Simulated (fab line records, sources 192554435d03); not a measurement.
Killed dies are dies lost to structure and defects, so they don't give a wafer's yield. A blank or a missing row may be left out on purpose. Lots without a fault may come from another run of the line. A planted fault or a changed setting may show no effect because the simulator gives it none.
Which tool did it? | flow n5_finfet | 9 lots, 27 wafers sampled, at 5 steps of a route of 1938

WHAT THE GAUGES READ, wafer by wafer
N5_BEOL_M1_CD_MEAS_28: target cd y 23.3 nm. Usual: cd_nm 23.95 nm, standard deviation 0.25.
lot  | measured     | on        | cd_nm (nm)        | flag
L100 | day 6 08:04  | cd_sem-01 | 24.24 23.84 23.89 |
L101 | day 6 16:41  | cd_sem-03 | 23.46 23.82 23.66 |
L105 | day 7 14:24  | cd_sem-02 | 24.27 24.27 24.07 |
L113 | day 9 14:01  | cd_sem-01 | 24.10 23.74 23.98 |
L116 | day 10 03:52 | cd_sem-01 | 24.09 23.83 23.75 |
L117 | day 10 15:50 | cd_sem-01 | 23.75 23.83 23.68 |
L118 | day 10 19:29 | cd_sem-02 | 23.83 23.63 23.81 |
L119 | day 10 22:43 | cd_sem-01 | 24.35 24.20 24.20 |
L122 | day 11 20:03 | cd_sem-03 | 23.77 23.77 23.84 |

N5_BEOL_M4_RC_MEAS_101. Usual: DIBL_N 36.1 mV/V, standard deviation 1.3; DIBL_P 36.1 mV/V, standard deviation 1.7; IOFF_N 0.154 nA/um, standard deviation 0.022; IOFF_P 0.201 nA/um, standard deviation 0.024; ION_N 675 uA/um, standard deviation 8.9; ION_P 462 uA/um, standard deviation 5.9; SS_N 71.5 mV/dec, standard deviation 0.49; SS_P 73.3 mV/dec, standard deviation 0.58; VT_N 250.0 mV, standard deviation 2.7; VT_P -251.3 mV, standard deviation 2.7.
lot  | measured     | on        | DIBL_N (mV/V)  | DIBL_P (mV/V)  | IOFF_N (nA/um)    | IOFF_P (nA/um)    | ION_N (uA/um) | ION_P (uA/um) | SS_N (mV/dec)  | SS_P (mV/dec)  | VT_N (mV)         | VT_P (mV)            | flag
L100 | day 8 02:04  | prober-02 | 34.0 33.7 33.8 | 33.8 33.7 33.5 | 0.133 0.128 0.129 | 0.171 0.170 0.167 | 662 672 662   | 449 464 456   | 71.7 71.9 71.2 | 72.9 73.1 72.6 | 250.9 254.0 252.7 | -255.2 -254.0 -255.0 |
L101 | day 8 02:34  | prober-01 | 36.8 36.0 37.6 | 37.7 36.4 38.3 | 0.168 0.146 0.165 | 0.185 0.172 0.184 | 678 662 676   | 452 452 448   | 72.2 71.3 72.1 | 73.7 73.7 73.5 | 250.7 251.7 250.3 | -254.7 -253.2 -254.9 |
L105 | day 9 07:28  | prober-01 | 35.3 35.0 35.2 | 36.2 35.3 35.5 | 0.149 0.136 0.145 | 0.205 0.181 0.195 | 684 676 682   | 467 468 468   | 71.1 70.5 70.8 | 72.6 72.9 73.2 | 248.5 251.2 248.5 | -249.8 -249.1 -248.5 |
L113 | day 11 21:38 | prober-02 | 36.6 36.9 36.5 | 35.2 35.6 35.4 | 0.166 0.167 0.162 | 0.215 0.219 0.207 | 678 681 685   | 455 465 461   | 71.7 71.5 71.4 | 73.0 73.0 73.1 | 246.1 246.6 246.0 | -251.5 -250.9 -250.9 |
L116 | day 12 23:49 | prober-02 | 36.5 36.1 35.8 | 37.5 37.5 37.1 | 0.156 0.160 0.146 | 0.221 0.216 0.205 | 674 676 665   | 468 470 464   | 71.2 72.1 72.0 | 73.8 72.7 72.9 | 251.3 251.1 253.0 | -248.6 -247.2 -247.0 |
L117 | day 12 20:43 | prober-02 | 36.0 36.6 34.9 | 36.7 36.9 35.4 | 0.141 0.141 0.122 | 0.183 0.189 0.162 | 668 667 659   | 455 456 453   | 70.9 71.6 70.7 | 73.6 73.5 72.5 | 250.3 252.9 253.9 | -252.3 -256.0 -256.0 |
L118 | day 13 01:31 | prober-01 | 35.4 34.2 36.5 | 35.5 33.2 36.5 | 0.150 0.120 0.167 | 0.197 0.163 0.208 | 676 666 680   | 465 456 468   | 71.8 71.3 72.3 | 72.6 72.9 73.0 | 249.4 252.3 248.5 | -252.2 -252.5 -249.7 |
L119 | day 13 05:14 | prober-02 | 38.8 38.5 36.1 | 38.7 38.0 35.9 | 0.206 0.195 0.144 | 0.234 0.228 0.182 | 693 696 675   | 465 471 458   | 72.0 71.5 71.0 | 74.5 74.8 73.2 | 246.4 247.9 250.5 | -251.8 -251.2 -255.0 |
L122 | day 14 10:37 | prober-01 | 35.0 35.0 35.9 | 35.5 36.1 36.4 | 0.129 0.136 0.141 | 0.156 0.168 0.169 | 667 678 677   | 456 460 462   | 71.1 71.8 72.3 | 73.3 72.9 73.3 | 251.5 249.9 250.5 | -255.6 -253.4 -256.6 |

WHICH TOOL RAN EACH LOT (tool, then ch and the chambers of the sampled wafers, then the start)
lot  | N5_BEOL_M1_VIA_ETCH_34             | N5_BEOL_M1_STRIP_36                | N5_BEOL_M1_STRIP_97
L100 | rie_diel-04 ch 0,2,3, day 6 11:02  | rie_diel-04 ch 0,2,3, day 6 11:05  | rie_diel-04 ch 0,2,3, day 8 02:04 or earlier
L101 | rie_diel-03 ch 0,1,3, day 6 18:05  | rie_diel-03 ch 0,1,3, day 6 18:08  | rie_diel-03 ch 0,1,3, day 8 02:34 or earlier
L105 | rie_diel-04 ch 1,2,3, day 7 17:59  | rie_diel-04 ch 1,2,3, day 7 18:03  | rie_diel-04 ch 1,2,3, day 9 07:28 or earlier
L113 | rie_diel-04 ch 0,2,3, day 9 22:50  | rie_diel-04 ch 0,2,3, day 9 22:54  | rie_diel-04 ch 0,2,3, day 11 21:38 or earlier
L116 | rie_diel-04 ch 0,1,3, day 10 07:33 | rie_diel-04 ch 0,1,3, day 10 07:37 | rie_diel-04 ch 0,1,3, day 12 23:49 or earlier
L117 | rie_diel-04 ch 0,2,3, day 10 20:37 | rie_diel-04 ch 0,2,3, day 10 20:41 | rie_diel-04 ch 0,2,3, day 12 20:43 or earlier
L118 | rie_diel-05 ch 1,2, day 11 04:39   | rie_diel-05 ch 1,2, day 11 04:43   | rie_diel-05 ch 1,2, day 13 01:31 or earlier
L119 | rie_diel-05 ch 0,1,3, day 11 07:46 | rie_diel-05 ch 0,1,3, day 11 07:49 | rie_diel-05 ch 0,1,3, day 13 05:14 or earlier
L122 | rie_diel-05 ch 2,3, day 12 03:01   | rie_diel-05 ch 2,3, day 12 03:05   | rie_diel-05 ch 2,3, day 14 10:37 or earlier
- N5_BEOL_M1_VIA_ETCH_34: etches the open film in C4F6/O2, target depth 67.8 nm, time 64.4 s.
- N5_BEOL_M1_STRIP_36: strips in N2/H2.
- N5_BEOL_M1_STRIP_97: strips in N2/H2, time 10 s.

WHAT THE TOOLS THEMSELVES READ (means of the sampled wafers that have a number; where no wafer has one, the mark that the record gives instead)
N5_BEOL_M1_VIA_ETCH_34. Usual: bias_w 170.1 W, standard deviation 0.53; drypump_motor_current_A 5.9 A, standard deviation 0.41; oes_o_777_au 0.76 a.u., standard deviation 0.061; oes_product_au 0.77 a.u., standard deviation 0.061; rf_vpp_V 666 V, standard deviation 4.2; showerhead_plenum_p_Torr 2.87 Torr, standard deviation 0.071; throttle_valve_pct 30.77 %, standard deviation 0.21.
lot  | tool        | bias_w (W) | drypump_motor_current_A (A) | oes_o_777_au (a.u.) | oes_product_au (a.u.) | rf_vpp_V (V) | showerhead_plenum_p_Torr (Torr) | throttle_valve_pct (%) | flag
L100 | rie_diel-04 | 169.7      | 6.2                         | 0.78                | 0.78                  | 665          | 2.89                            | 30.58                  |
L101 | rie_diel-03 | 170.4      | 6.0                         | 0.79                | 0.79                  | 668          | 2.80                            | 30.65                  |
L105 | rie_diel-04 | 170.1      | 6.3                         | 0.73                | 0.73                  | 663          | 2.83                            | 30.73                  |
L113 | rie_diel-04 | 160.0      | 6.1                         | 0.75                | 0.74                  | 634          | 2.88                            | 30.61                  | OFF
L116 | rie_diel-04 | 160.2      | 6.0                         | 0.76                | 0.75                  | 635          | 2.88                            | 30.72                  | OFF
L117 | rie_diel-04 | 160.0      | 6.1                         | 0.75                | 0.74                  | 634          | 2.87                            | 30.61                  | OFF
L118 | rie_diel-05 | 170.2      | 5.7                         | 0.71                | 0.70                  | 668          | 2.92                            | 30.86                  |
L119 | rie_diel-05 | 169.6      | 5.6                         | 0.77                | 0.78                  | 665          | 2.93                            | 30.93                  |
L122 | rie_diel-05 | 169.9      | 5.7                         | 0.78                | 0.78                  | 669          | 2.96                            | 30.82                  |

N5_BEOL_M1_STRIP_36. Usual: bias_power_w 7.000 W, standard deviation 0.021; drypump_motor_current_A 5.9 A, standard deviation 0.41; oes_product_au 0.77 a.u., standard deviation 0.061; rf_vpp_V 59.3 V, standard deviation 1.6; showerhead_plenum_p_Torr 2.57 Torr, standard deviation 0.069; throttle_valve_pct 23.76 %, standard deviation 0.2.
lot  | tool        | bias_power_w (W) | drypump_motor_current_A (A) | oes_product_au (a.u.) | rf_vpp_V (V) | showerhead_plenum_p_Torr (Torr) | throttle_valve_pct (%) | flag
L100 | rie_diel-04 | 7.013            | 6.1                         | 0.78                  | 59.8         | 2.59                            | 23.60                  |
L101 | rie_diel-03 | 6.997            | 6.0                         | 0.78                  | 60.1         | 2.51                            | 23.65                  |
L105 | rie_diel-04 | 6.998            | 6.4                         | 0.74                  | 58.2         | 2.53                            | 23.77                  |
L113 | rie_diel-04 | 7.021            | 6.1                         | 0.75                  | 58.9         | 2.58                            | 23.63                  |
L116 | rie_diel-04 | 6.991            | 6.0                         | 0.75                  | 60.1         | 2.58                            | 23.69                  |
L117 | rie_diel-04 | 7.016            | 6.1                         | 0.75                  | 59.5         | 2.57                            | 23.64                  |
L118 | rie_diel-05 | 7.022            | 5.8                         | 0.72                  | 60.2         | 2.62                            | 23.78                  |
L119 | rie_diel-05 | 7.016            | 5.6                         | 0.77                  | 57.9         | 2.62                            | 23.88                  |
L122 | rie_diel-05 | 6.982            | 5.7                         | 0.79                  | 59.4         | 2.66                            | 23.79                  |

N5_BEOL_M1_STRIP_97. Usual: bias_power_w 7.000 W, standard deviation 0.02; drypump_motor_current_A 5.9 A, standard deviation 0.41; oes_product_au 0.77 a.u., standard deviation 0.06; rf_vpp_V 59.2 V, standard deviation 0.77; showerhead_plenum_p_Torr 2.57 Torr, standard deviation 0.069; throttle_valve_pct 23.76 %, standard deviation 0.2.
lot  | tool        | bias_power_w (W) | drypump_motor_current_A (A) | oes_product_au (a.u.) | rf_vpp_V (V) | showerhead_plenum_p_Torr (Torr) | throttle_valve_pct (%) | flag
L100 | rie_diel-04 | 7.010            | 6.1                         | 0.77                  | 58.6         | 2.59                            | 23.60                  |
L101 | rie_diel-03 | 6.985            | 6.0                         | 0.79                  | 59.5         | 2.51                            | 23.65                  |
L105 | rie_diel-04 | 6.995            | 6.4                         | 0.74                  | 58.6         | 2.54                            | 23.76                  |
L113 | rie_diel-04 | 6.988            | 6.1                         | 0.75                  | 59.2         | 2.58                            | 23.63                  |
L116 | rie_diel-04 | 6.997            | 6.1                         | 0.76                  | 58.7         | 2.58                            | 23.69                  |
L117 | rie_diel-04 | 6.997            | 6.1                         | 0.75                  | 59.2         | 2.57                            | 23.63                  |
L118 | rie_diel-05 | 7.022            | 5.7                         | 0.72                  | 59.6         | 2.62                            | 23.79                  |
L119 | rie_diel-05 | 7.019            | 5.6                         | 0.77                  | 59.3         | 2.63                            | 23.89                  |
L122 | rie_diel-05 | 6.994            | 5.7                         | 0.78                  | 59.4         | 2.66                            | 23.79                  |

THE ANSWER, worked out from the rows above alone
Rule: a lot is off if the mean of its wafers that have a number lies more than 3 standard deviations from the usual mean. A lot without any number at a reading at which 4 lots or more have one is off too. The other lots that the step has rows for count as sound. The gauges are gone through in route order, then the tools' own readings, and for those a lot's mean is taken as printed above. The first step at which some lot is off is used, and at that step the reading that is off furthest; a lot without a number counts as furthest.
Off: L113, L116, L117, at N5_BEOL_M1_VIA_ETCH_34 (bias_w).
A tool fits if, at that step or a process step before it, it ran every lot that is off, and no sound lot after the first of them. One fits: rie_diel-04 at N5_BEOL_M1_VIA_ETCH_34. Its last sound lot is L105 (day 7 17:59), its first lot that is off L113 (day 9 22:50): a fault that began between those two fits.
The tool's own readings at N5_BEOL_M1_VIA_ETCH_34 bear it out: on the lots that are off they differ by more than 5 times the standard deviation of the sound lots' means. bias_w reads 160.1 W there against 170.0 W on the sound lots; rf_vpp_V reads 634 V there against 666 V on the sound lots.

WHAT THE SIMULATOR HAD PUT IN
Process parameter drift: rie_diel-04, from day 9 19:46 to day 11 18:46, at N5_BEOL_M1_VIA_ETCH_34. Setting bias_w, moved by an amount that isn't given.
Lots struck among those shown: L113, L116, L117. The rule above found the same.
